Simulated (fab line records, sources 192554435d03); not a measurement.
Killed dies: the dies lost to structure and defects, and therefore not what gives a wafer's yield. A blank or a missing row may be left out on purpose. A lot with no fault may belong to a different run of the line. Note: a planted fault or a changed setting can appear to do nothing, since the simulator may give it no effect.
A single fault, viewed from 2 desks    flow n5_finfet    each desk has only its own numbers; what lay behind them comes last

## THE TOOL OWNER'S DESK: rie_diel-01
The tool's own readings at N5_BEOL_M15_TRENCH_ETCH_34 (etches SiO2 in C4F8/O2/Ar, target depth 872.93 nm, time 199 s): means of the sampled wafers that have a number, for each lot that ran on this tool. Marked OUT: a lot whose mean sits more than 4 standard deviations from the usual mean, which makes it out of limits; the brackets give that distance.
Columns: A = C4F8_flow_sccm at N5_BEOL_M15_TRENCH_ETCH_34, usual 16.00 sccm; B = O2_flow_sccm at N5_BEOL_M15_TRENCH_ETCH_34, usual 12.00 sccm; C = drypump_motor_current_A at N5_BEOL_M15_TRENCH_ETCH_34, usual 5.65 A; D = oes_product_au at N5_BEOL_M15_TRENCH_ETCH_34, usual 0.76 a.u.; E = rf_vpp_V at N5_BEOL_M15_TRENCH_ETCH_34, usual 2207 V; F = showerhead_plenum_p_Torr at N5_BEOL_M15_TRENCH_ETCH_34, usual 3.32 Torr; G = throttle_valve_pct at N5_BEOL_M15_TRENCH_ETCH_34, usual 30.78 %
lot   first seen here  A      B      C     D     E     F     G
L459  day 12 18:00     15.94  12.02  5.67  0.76  2212  3.36  30.67
L462  day 13 01:05     16.00  11.97  5.68  0.76  2212  3.36  30.68
L461  day 13 14:14     15.98  11.98  5.74  0.73  2212  3.39  30.78
L466  day 14 16:53     16.03  12.00  5.65  0.74  2211  3.35  30.70
L472  day 16 11:47     15.98  11.99  5.59  0.71  2211  3.25  30.87
L471  day 16 15:40     15.98  12.02  5.81  0.73  2221  3.47  30.55
This desk's verdict: no lot among the 6 shows anything out of limits.

## FROM THE METROLOGY DESK
Lot by lot, what the gauges showed, no matter which tool ran the lot: averages of those sampled wafers that carry a number. Marked OUT: a lot whose mean sits more than 4 standard deviations from the usual mean, which makes it out of limits; the brackets give that distance.
Columns: A = PASS_OPEN_OVL at N5_PASSIVATION_OVL_MEAS_66, usual 4 nm
lot   first seen here  A
L453  day 11 21:55     5
L459  day 13 07:34     7
L462  day 13 15:17     5
L461  day 14 05:47     7
L466  day 15 07:35     5
L468  day 16 01:45     1
L472  day 17 04:42     1
L471  day 17 08:25     6
L476  day 17 21:38     1
L475  day 18 01:49     14
This desk's verdict: no lot among the 10 shows anything out of limits.

## PUT TOGETHER
Nothing out of limits was seen by the tool owner's desk.
At the metrology desk, nothing out of limits was observed.

## WHAT THE SIMULATOR HAD INSERTED
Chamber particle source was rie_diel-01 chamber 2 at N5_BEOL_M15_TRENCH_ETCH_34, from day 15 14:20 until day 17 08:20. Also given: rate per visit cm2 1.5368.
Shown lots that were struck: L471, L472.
